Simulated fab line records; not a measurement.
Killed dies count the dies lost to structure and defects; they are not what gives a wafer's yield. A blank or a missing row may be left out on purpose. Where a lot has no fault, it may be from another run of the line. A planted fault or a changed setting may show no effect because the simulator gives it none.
Which tool did it? | flow nandHarc | Sampling: 24 lots, 72 wafers, 6 of 1302 route steps

## WHAT EACH GAUGE READ, for each wafer
Not one reading of a measure or inspect step in the record can be checked against a usual standard deviation.

## TOOL THAT RAN EACH LOT (tool first, then ch and the chambers of the sampled wafers, then the start)
lot  | NHARC_A_STAIRCASE_DESCUM_186      | NHARC_A_STAIRCASE_TRIM_189                   | NHARC_A_STAIRCASE_TRIM_220        | NHARC_A_STAIRCASE_DEP_259       | NHARC_A_STAIRCASE_DESCUM_270      | NHARC_A_STAIRCASE_HM_DEP_459
L074 | rieDiel-09 ch 0,2,3, day 16 04:55 | rieDiel-09 ch 2,3, day 16 12:33 or earlier   | rieDiel-09 ch 0,1,3, day 16 12:33 | pecvd-03 ch 0,2, day 16 19:05   | rieDiel-04 ch 0,2, day 16 20:04   | aclDep-03 ch 0, day 16 23:35
L075 | rieDiel-13 ch 0,1,2, day 16 18:14 | rieDiel-13 ch 0,2,3, day 16 21:51 or earlier | rieDiel-13 ch 0,1, day 16 21:51   | pecvd-01 ch 0,2, day 17 06:01   | rieDiel-04 ch 0,2, day 17 07:01   | aclDep-03 ch 0, day 17 10:11
L077 | rieDiel-13 ch 0,1,2, day 16 22:59 | rieDiel-13 ch 0,1,3, day 17 05:53 or earlier | rieDiel-09 ch 0,1,3, day 17 05:53 | pecvd-03 ch 0,1,2, day 17 13:27 | rieDiel-09 ch 1,2,3, day 17 14:26 | aclDep-02 ch 0, day 17 20:08
L076 | rieDiel-04 ch 0,2, day 16 23:45   | rieDiel-04 ch 0,1,3, day 17 04:01 or earlier | rieDiel-04 ch 0,1, day 17 04:01   | pecvd-03 ch 0,1,2, day 17 11:35 | rieDiel-04 ch 0,2,3, day 17 12:26 | aclDep-03 ch 0, day 17 17:26
L078 | rieDiel-09 ch 0,2,3, day 17 23:35 | rieDiel-09 ch 1,2,3, day 18 03:21 or earlier | rieDiel-09 ch 0,2, day 18 03:21   | pecvd-01 ch 0,1,2, day 18 09:53 | rieDiel-09 ch 0,2, day 18 10:51   | aclDep-01 ch 0, day 18 15:56
L079 | rieDiel-04 ch 2,3, day 18 04:20   | rieDiel-04 ch 0,3, day 18 08:52 or earlier   | rieDiel-13 ch 0,1, day 18 08:52   | pecvd-01 ch 0,1,2, day 18 15:43 | rieDiel-09 ch 1,2, day 18 16:31   | aclDep-03 ch 0, day 18 20:20
L080 | rieDiel-13 ch 1,2, day 18 12:34   | rieDiel-13 ch 0,1,2, day 18 16:34 or earlier | rieDiel-04 ch 1,3, day 18 16:34   | pecvd-03 ch 0,2, day 19 01:16   | rieDiel-04 ch 1,2,3, day 19 02:16 | aclDep-03 ch 0, day 19 13:22
L081 | rieDiel-04 ch 0,1,3, day 18 21:38 | rieDiel-04 ch 0,1,2, day 19 02:18 or earlier | rieDiel-09 ch 1,3, day 19 02:18   | pecvd-04 ch 0,1,2, day 19 17:53 | rieDiel-09 ch 0,2,3, day 19 18:52 | aclDep-02 ch 0, day 20 02:48
L083 | rieDiel-09 ch 1,2,3, day 19 03:44 | rieDiel-09 ch 1,2,3, day 19 07:53 or earlier | rieDiel-04 ch 0,1,3, day 19 07:53 | pecvd-03 ch 0,1,2, day 19 20:48 | rieDiel-04 ch 1,2,3, day 19 21:47 | aclDep-03 ch 0, day 20 06:08
L082 | rieDiel-04 ch 1,2, day 19 09:09   | rieDiel-04 ch 0,2, day 19 14:31 or earlier   | rieDiel-09 ch 0,3, day 19 14:31   | pecvd-01 ch 0,1,2, day 20 00:48 | rieDiel-13 ch 0,2, day 20 01:37   | aclDep-03 ch 0, day 20 08:16
L084 | rieDiel-04 ch 0,1,3, day 19 19:06 | rieDiel-04 ch 2,3, day 19 22:55 or earlier   | rieDiel-13 ch 0,1,3, day 19 22:55 | pecvd-03 ch 0,1, day 20 09:35   | rieDiel-09 ch 0,3, day 20 10:32   | aclDep-02 ch 0, day 20 17:43
L086 | rieDiel-09 ch 0,3, day 20 14:44   | rieDiel-09 ch 1,2, day 20 18:29 or earlier   | rieDiel-13 ch 0,1,3, day 20 18:29 | pecvd-01 ch 0,1,2, day 21 02:23 | rieDiel-04 ch 0,1,2, day 21 03:20 | aclDep-01 ch 0, day 21 06:20
L085 | rieDiel-04 ch 0,1, day 20 15:34   | rieDiel-04 ch 1,2,3, day 20 19:52 or earlier | rieDiel-04 ch 1,2,3, day 20 19:52 | pecvd-03 ch 0,1, day 21 03:47   | rieDiel-09 ch 0,3, day 21 04:44   | aclDep-01 ch 0, day 21 08:11
L087 | rieDiel-04 ch 0,1, day 21 00:02   | rieDiel-04 ch 1,2, day 21 03:50 or earlier   | rieDiel-09 ch 0,3, day 21 03:50   | pecvd-03 ch 0,2, day 21 13:10   | rieDiel-13 ch 0,2, day 21 14:01   | aclDep-02 ch 0, day 21 17:25
L089 | rieDiel-04 ch 0,1, day 21 17:45   | rieDiel-04 ch 0,1,2, day 22 01:11 or earlier | rieDiel-13 ch 0,1,2, day 22 01:11 | pecvd-01 ch 0,2, day 22 07:37   | rieDiel-13 ch 0,2,3, day 22 08:36 | aclDep-02 ch 0, day 22 14:48
L088 | rieDiel-04 ch 0,1,3, day 21 18:14 | rieDiel-04 ch 1,2, day 22 01:04 or earlier   | rieDiel-04 ch 1,2, day 22 01:04   | pecvd-03 ch 0,1,2, day 22 09:31 | rieDiel-09 ch 2,3, day 22 10:25   | aclDep-02 ch 0, day 22 17:11
L090 | rieDiel-09 ch 0,2,3, day 22 20:15 | rieDiel-09 ch 0,2,3, day 23 00:38 or earlier | rieDiel-04 ch 0,1,3, day 23 00:38 | pecvd-04 ch 1,2, day 23 08:20   | rieDiel-09 ch 0,1,2, day 23 09:11 | aclDep-02 ch 0, day 23 12:35
L091 | rieDiel-09 ch 1,2,3, day 22 20:30 | rieDiel-09 ch 0,2,3, day 23 00:55 or earlier | rieDiel-13 ch 0,3, day 23 00:55   | pecvd-04 ch 1,2, day 23 09:13   | rieDiel-13 ch 1,2,3, day 23 10:14 | aclDep-02 ch 0, day 23 20:01
L092 | rieDiel-13 ch 0,3, day 23 09:36   | rieDiel-13 ch 0,3, day 23 13:38 or earlier   | rieDiel-09 ch 0,1,2, day 23 13:38 | pecvd-01 ch 0,1, day 23 20:10   | rieDiel-13 ch 1,2, day 23 21:02   | aclDep-02 ch 0, day 24 00:39
L093 | rieDiel-04 ch 0,1,2, day 23 21:51 | rieDiel-04 ch 0,1, day 24 03:08 or earlier   | rieDiel-09 ch 2,3, day 24 03:08   | pecvd-03 ch 1,2, day 24 12:37   | rieDiel-09 ch 0,1,2, day 24 13:34 | aclDep-02 ch 0, day 24 18:34
L094 | rieDiel-04 ch 0,1,2, day 24 05:45 | rieDiel-04 ch 1,2, day 24 09:31 or earlier   | rieDiel-13 ch 0,1, day 24 09:31   | pecvd-01 ch 1,2, day 24 18:00   | rieDiel-13 ch 1,2, day 24 18:55   | aclDep-02 ch 0, day 24 23:15
L095 | rieDiel-13 ch 0,1,3, day 24 13:36 | rieDiel-13 ch 0,1,3, day 24 17:25 or earlier | rieDiel-09 ch 1,2,3, day 24 17:25 | pecvd-04 ch 0,2, day 25 01:25   | rieDiel-13 ch 0,1,2, day 25 02:29 | aclDep-03 ch 0, day 25 05:50
L096 | rieDiel-04 ch 0,1,3, day 25 05:48 | rieDiel-04 ch 0,1,3, day 25 09:34 or earlier | rieDiel-13 ch 1,2,3, day 25 09:34 | pecvd-04 ch 0,1,2, day 25 17:29 | rieDiel-09 ch 0,1,3, day 25 18:29 | aclDep-03 ch 0, day 25 21:34
L097 | rieDiel-04 ch 1,2, day 25 16:50   | rieDiel-04 ch 2,3, day 25 20:36 or earlier   | rieDiel-09 ch 2,3, day 25 20:36   | pecvd-03 ch 0,1,2, day 26 03:35 | rieDiel-04 ch 0,2,3, day 26 04:35 | aclDep-03 ch 0, day 26 07:53
- NHARC_A_STAIRCASE_DESCUM_186: chemistry O2, time 3 s.
- NHARC_A_STAIRCASE_TRIM_189: chemistry O2, time 211.2 s.
- NHARC_A_STAIRCASE_TRIM_220: chemistry O2, time 211.2 s.
- NHARC_A_STAIRCASE_DEP_259: deposits SiON, target thk 30 nm.
- NHARC_A_STAIRCASE_DESCUM_270: chemistry O2, time 3 s.
- NHARC_A_STAIRCASE_HM_DEP_459: deposits aC, target thk 1500 nm.

## AS READ BY THE TOOLS THEMSELVES (means over the sampled wafers that have a number; for cases with no such wafer, the mark the record gives instead)
NHARC_A_STAIRCASE_DESCUM_186. Usual: drypumpMotorCurrentA 5.7 A, standard deviation 0.32; oesProductAu 1.002 a.u., standard deviation 0.016; rfVppV 57.6 V, standard deviation 0.94; showerheadPlenumPTorr 1.92 Torr, standard deviation 0.096; throttleValvePct 11.311 %, standard deviation 0.0081.
lot  | tool       | drypumpMotorCurrentA (A) | oesProductAu (a.u.) | rfVppV (V) | showerheadPlenumPTorr (Torr) | throttleValvePct (%) | flag
L074 | rieDiel-09 | 5.9                      | 0.995               | 59.1       | 1.97                         | 11.309               | 
L075 | rieDiel-13 | 5.5                      | 1.008               | 57.2       | 1.90                         | 11.313               | 
L077 | rieDiel-13 | 5.6                      | 1.007               | 57.5       | 1.90                         | 11.314               | 
L076 | rieDiel-04 | 5.7                      | 1.023               | 58.0       | 1.95                         | 11.303               | 
L078 | rieDiel-09 | 5.8                      | 0.991               | 58.4       | 1.96                         | 11.319               | 
L079 | rieDiel-04 | 6.0                      | 0.991               | 57.5       | 1.81                         | 11.303               | 
L080 | rieDiel-13 | 5.6                      | 1.007               | 57.4       | 1.86                         | 11.309               | 
L081 | rieDiel-04 | 5.8                      | 1.006               | 57.3       | 1.91                         | 11.312               | 
L083 | rieDiel-09 | 5.8                      | 1.011               | 57.2       | 1.89                         | 11.315               | 
L082 | rieDiel-04 | 5.6                      | 0.990               | 57.5       | 1.82                         | 11.306               | 
L084 | rieDiel-04 | 5.8                      | 1.008               | 57.6       | 1.91                         | 11.316               | 
L086 | rieDiel-09 | 5.6                      | 0.993               | 57.9       | 1.92                         | 11.309               | 
L085 | rieDiel-04 | 5.5                      | 1.002               | 57.2       | 1.93                         | 11.312               | 
L087 | rieDiel-04 | 5.5                      | 0.999               | 58.0       | 1.93                         | 11.306               | 
L089 | rieDiel-04 | 5.6                      | 1.012               | 58.6       | 1.97                         | 11.312               | 
L088 | rieDiel-04 | 5.8                      | 1.001               | 57.5       | 1.90                         | 11.306               | 
L090 | rieDiel-09 | 5.9                      | 0.993               | 57.5       | 1.95                         | 11.311               | 
L091 | rieDiel-09 | 5.8                      | 0.994               | 57.3       | 1.88                         | 11.313               | 
L092 | rieDiel-13 | 5.5                      | 1.007               | 57.8       | 1.94                         | 11.313               | 
L093 | rieDiel-04 | 5.6                      | 0.997               | 58.0       | 1.99                         | 11.303               | 
L094 | rieDiel-04 | 5.6                      | 1.004               | 57.7       | 1.99                         | 11.317               | 
L095 | rieDiel-13 | 5.5                      | 1.003               | 58.0       | 1.90                         | 11.312               | 
L096 | rieDiel-04 | 5.8                      | 1.004               | 57.7       | 1.89                         | 11.306               | 
L097 | rieDiel-04 | 5.5                      | 0.992               | 57.4       | 2.00                         | 11.316               | 

NHARC_A_STAIRCASE_TRIM_189. Usual: drypumpMotorCurrentA 5.7 A, standard deviation 0.32; oesProductAu 1.001 a.u., standard deviation 0.016; rfVppV 57.7 V, standard deviation 0.98; showerheadPlenumPTorr 3.52 Torr, standard deviation 0.17; throttleValvePct 17.038 %, standard deviation 0.0091.
lot  | tool       | drypumpMotorCurrentA (A) | oesProductAu (a.u.) | rfVppV (V) | showerheadPlenumPTorr (Torr) | throttleValvePct (%) | flag
L074 | rieDiel-09 | 5.6                      | 1.003               | 57.1       | 3.52                         | 17.038               | 
L075 | rieDiel-13 | 5.3                      | 1.004               | 58.9       | 3.64                         | 17.039               | 
L077 | rieDiel-13 | 5.6                      | 1.000               | 57.8       | 3.54                         | 17.038               | 
L076 | rieDiel-04 | 5.8                      | 1.008               | 57.0       | 3.53                         | 17.034               | 
L078 | rieDiel-09 | 5.8                      | 0.995               | 58.2       | 3.50                         | 17.033               | 
L079 | rieDiel-04 | 6.0                      | 1.008               | 58.1       | 3.49                         | 17.042               | 
L080 | rieDiel-13 | 5.5                      | 1.014               | 57.2       | 3.50                         | 17.037               | 
L081 | rieDiel-04 | 5.6                      | 1.004               | 56.5       | 3.50                         | 17.045               | 
L083 | rieDiel-09 | 5.8                      | 1.002               | 57.4       | 3.49                         | 17.042               | 
L082 | rieDiel-04 | 5.6                      | 1.006               | 56.4       | 3.43                         | 17.038               | 
L084 | rieDiel-04 | 6.0                      | 0.998               | 57.0       | 3.34                         | 17.030               | 
L086 | rieDiel-09 | 6.1                      | 0.985               | 57.3       | 3.55                         | 17.040               | 
L085 | rieDiel-04 | 5.7                      | 0.999               | 57.4       | 3.37                         | 17.040               | 
L087 | rieDiel-04 | 5.5                      | 1.000               | 57.5       | 3.41                         | 17.032               | 
L089 | rieDiel-04 | 5.6                      | 1.010               | 57.5       | 3.49                         | 17.041               | 
L088 | rieDiel-04 | 5.5                      | 1.005               | 57.3       | 3.41                         | 17.024               | 
L090 | rieDiel-09 | 5.8                      | 0.991               | 57.5       | 3.59                         | 17.037               | 
L091 | rieDiel-09 | 5.9                      | 0.991               | 58.9       | 3.59                         | 17.042               | 
L092 | rieDiel-13 | 5.4                      | 1.007               | 57.6       | 3.64                         | 17.041               | 
L093 | rieDiel-04 | 5.5                      | 0.989               | 58.6       | 3.54                         | 17.041               | 
L094 | rieDiel-04 | 5.5                      | 0.981               | 58.4       | 3.69                         | 17.036               | 
L095 | rieDiel-13 | 5.6                      | 1.001               | 57.8       | 3.50                         | 17.042               | 
L096 | rieDiel-04 | 5.7                      | 1.005               | 57.7       | 3.50                         | 17.046               | 
L097 | rieDiel-04 | 6.0                      | 0.995               | 57.7       | 3.49                         | 17.031               | 

NHARC_A_STAIRCASE_TRIM_220. Usual: drypumpMotorCurrentA 5.7 A, standard deviation 0.34; oesProductAu 0.999 a.u., standard deviation 0.013; rfVppV 57.9 V, standard deviation 0.94; showerheadPlenumPTorr 3.52 Torr, standard deviation 0.15; throttleValvePct 17.037 %, standard deviation 0.0093.
lot  | tool       | drypumpMotorCurrentA (A) | oesProductAu (a.u.) | rfVppV (V) | showerheadPlenumPTorr (Torr) | throttleValvePct (%) | flag
L074 | rieDiel-09 | 5.8                      | 1.001               | 57.9       | 3.55                         | 17.040               | 
L075 | rieDiel-13 | 5.7                      | 0.998               | 57.8       | 3.47                         | 17.041               | 
L077 | rieDiel-09 | 5.8                      | 1.000               | 57.5       | 3.54                         | 17.034               | 
L076 | rieDiel-04 | 5.6                      | 1.012               | 58.7       | 3.65                         | 17.034               | 
L078 | rieDiel-09 | 6.1                      | 0.997               | 58.8       | 3.68                         | 17.043               | 
L079 | rieDiel-13 | 5.8                      | 1.002               | 57.0       | 3.39                         | 17.038               | 
L080 | rieDiel-04 | 5.9                      | 0.998               | 58.4       | 3.40                         | 17.051               | 
L081 | rieDiel-09 | 5.5                      | 1.008               | 56.9       | 3.43                         | 17.040               | 
L083 | rieDiel-04 | 5.8                      | 1.004               | 57.3       | 3.52                         | 17.038               | 
L082 | rieDiel-09 | 5.6                      | 0.990               | 58.8       | 3.54                         | 17.032               | 
L084 | rieDiel-13 | 5.5                      | 0.990               | 58.1       | 3.53                         | 17.033               | 
L086 | rieDiel-13 | 5.6                      | 0.996               | 57.9       | 3.52                         | 17.036               | 
L085 | rieDiel-04 | 5.7                      | 0.989               | 56.4       | 3.37                         | 17.039               | 
L087 | rieDiel-09 | 5.6                      | 0.990               | 58.7       | 3.54                         | 17.040               | 
L089 | rieDiel-13 | 5.6                      | 1.014               | 57.7       | 3.49                         | 17.035               | 
L088 | rieDiel-04 | 5.5                      | 1.001               | 58.6       | 3.41                         | 17.042               | 
L090 | rieDiel-04 | 5.8                      | 1.003               | 58.5       | 3.50                         | 17.037               | 
L091 | rieDiel-13 | 5.3                      | 1.014               | 58.6       | 3.64                         | 17.043               | 
L092 | rieDiel-09 | 6.0                      | 0.987               | 58.0       | 3.58                         | 17.040               | 
L093 | rieDiel-09 | 5.9                      | 1.003               | 58.7       | 3.55                         | 17.031               | 
L094 | rieDiel-13 | 5.8                      | 1.000               | 58.4       | 3.37                         | 17.036               | 
L095 | rieDiel-09 | 5.8                      | 1.002               | 57.8       | 3.47                         | 17.038               | 
L096 | rieDiel-13 | 5.4                      | 1.001               | 58.5       | 3.54                         | 17.037               | 
L097 | rieDiel-09 | 5.6                      | 1.008               | 58.2       | 3.48                         | 17.032               | 

NHARC_A_STAIRCASE_DEP_259. Usual: heaterPowerW 736 W, standard deviation 140.
lot  | tool     | heaterPowerW (W) | flag
L074 | pecvd-03 | 590              | 
L075 | pecvd-01 | 805              | 
L077 | pecvd-03 | 699              | 
L076 | pecvd-03 | 693              | 
L078 | pecvd-01 | 742              | 
L079 | pecvd-01 | 818              | 
L080 | pecvd-03 | 612              | 
L081 | pecvd-04 | 711              | 
L083 | pecvd-03 | 681              | 
L082 | pecvd-01 | 839              | 
L084 | pecvd-03 | 540              | 
L086 | pecvd-01 | 826              | 
L085 | pecvd-03 | 728              | 
L087 | pecvd-03 | 559              | 
L089 | pecvd-01 | 733              | 
L088 | pecvd-03 | 649              | 
L090 | pecvd-04 | 682              | 
L091 | pecvd-04 | 751              | 
L092 | pecvd-01 | 797              | 
L093 | pecvd-03 | 809              | 
L094 | pecvd-01 | 951              | 
L095 | pecvd-04 | 709              | 
L096 | pecvd-04 | 711              | 
L097 | pecvd-03 | 707              | 

NHARC_A_STAIRCASE_DESCUM_270. Usual: drypumpMotorCurrentA 5.7 A, standard deviation 0.34; oesProductAu 0.998 a.u., standard deviation 0.015; rfVppV 57.8 V, standard deviation 0.94; showerheadPlenumPTorr 1.91 Torr, standard deviation 0.092; throttleValvePct 11.311 %, standard deviation 0.0088.
lot  | tool       | drypumpMotorCurrentA (A) | oesProductAu (a.u.) | rfVppV (V) | showerheadPlenumPTorr (Torr) | throttleValvePct (%) | flag
L074 | rieDiel-04 | 5.6                      | 1.008               | 57.8       | 1.86                         | 11.311               | 
L075 | rieDiel-04 | 5.6                      | 1.009               | 58.4       | 1.95                         | 11.316               | 
L077 | rieDiel-09 | 5.8                      | 1.006               | 57.4       | 1.89                         | 11.304               | 
L076 | rieDiel-04 | 5.8                      | 1.010               | 57.3       | 1.88                         | 11.312               | 
L078 | rieDiel-09 | 6.1                      | 0.987               | 58.6       | 2.03                         | 11.314               | 
L079 | rieDiel-09 | 6.0                      | 0.999               | 58.2       | 1.89                         | 11.311               | 
L080 | rieDiel-04 | 5.7                      | 0.994               | 57.2       | 1.83                         | 11.313               | 
L081 | rieDiel-09 | 5.9                      | 0.988               | 57.9       | 1.96                         | 11.319               | 
L083 | rieDiel-04 | 5.7                      | 0.994               | 56.4       | 1.82                         | 11.311               | 
L082 | rieDiel-13 | 5.5                      | 1.004               | 58.2       | 1.93                         | 11.313               | 
L084 | rieDiel-09 | 5.6                      | 0.990               | 58.5       | 1.92                         | 11.306               | 
L086 | rieDiel-04 | 5.6                      | 1.005               | 58.2       | 1.89                         | 11.311               | 
L085 | rieDiel-09 | 5.6                      | 0.988               | 58.2       | 1.91                         | 11.315               | 
L087 | rieDiel-13 | 5.3                      | 1.004               | 58.3       | 1.95                         | 11.305               | 
L089 | rieDiel-13 | 5.3                      | 1.005               | 57.9       | 1.97                         | 11.312               | 
L088 | rieDiel-09 | 5.7                      | 1.004               | 58.5       | 1.89                         | 11.315               | 
L090 | rieDiel-09 | 6.0                      | 0.981               | 57.2       | 1.95                         | 11.303               | 
L091 | rieDiel-13 | 5.4                      | 1.002               | 58.1       | 1.93                         | 11.314               | 
L092 | rieDiel-13 | 5.4                      | 1.011               | 57.6       | 1.91                         | 11.307               | 
L093 | rieDiel-09 | 6.0                      | 0.983               | 57.9       | 1.94                         | 11.307               | 
L094 | rieDiel-13 | 5.4                      | 1.000               | 57.7       | 1.91                         | 11.311               | 
L095 | rieDiel-13 | 5.6                      | 1.003               | 57.5       | 1.88                         | 11.310               | 
L096 | rieDiel-09 | 5.8                      | 0.998               | 57.7       | 1.90                         | 11.309               | 
L097 | rieDiel-04 | 5.8                      | 1.012               | 57.6       | 1.96                         | 11.315               | 

NHARC_A_STAIRCASE_HM_DEP_459. Usual: throttleValvePct 35.000 %, standard deviation 0.0095.
lot  | tool      | throttleValvePct (%) | flag
L074 | aclDep-03 | 35.003               | 
L075 | aclDep-03 | 35.002               | 
L077 | aclDep-02 | 35.005               | 
L076 | aclDep-03 | 34.997               | 
L078 | aclDep-01 | 34.997               | 
L079 | aclDep-03 | 35.004               | 
L080 | aclDep-03 | 34.998               | 
L081 | aclDep-02 | 35.002               | 
L083 | aclDep-03 | 34.997               | 
L082 | aclDep-03 | 34.996               | 
L084 | aclDep-02 | 34.996               | 
L086 | aclDep-01 | 35.006               | 
L085 | aclDep-01 | 35.003               | 
L087 | aclDep-02 | 35.004               | 
L089 | aclDep-02 | 34.998               | 
L088 | aclDep-02 | 34.998               | 
L090 | aclDep-02 | 34.994               | 
L091 | aclDep-02 | 34.993               | 
L092 | aclDep-02 | 35.009               | 
L093 | aclDep-02 | 34.995               | 
L094 | aclDep-02 | 35.003               | 
L095 | aclDep-03 | 35.001               | 
L096 | aclDep-03 | 35.003               | 
L097 | aclDep-03 | 34.990               | 

## THE ANSWER, worked out from the rows above alone
Rule: lot off if the mean of its wafers having a number is beyond 3 standard deviations from the usual mean. Also off: a lot with no number at a reading for which 4 or more lots have one. The other lots that the step has rows for count as sound. The gauges are gone through in route order, then the tools' own readings, and for those a lot's mean is taken as printed above. At the first step where some lot is off, the reading lying furthest off is the one used; lots without a number count as furthest.
No lot is off on any of the readings shown, so nothing can be concluded from this.

## WHAT THE SIMULATOR PUT IN
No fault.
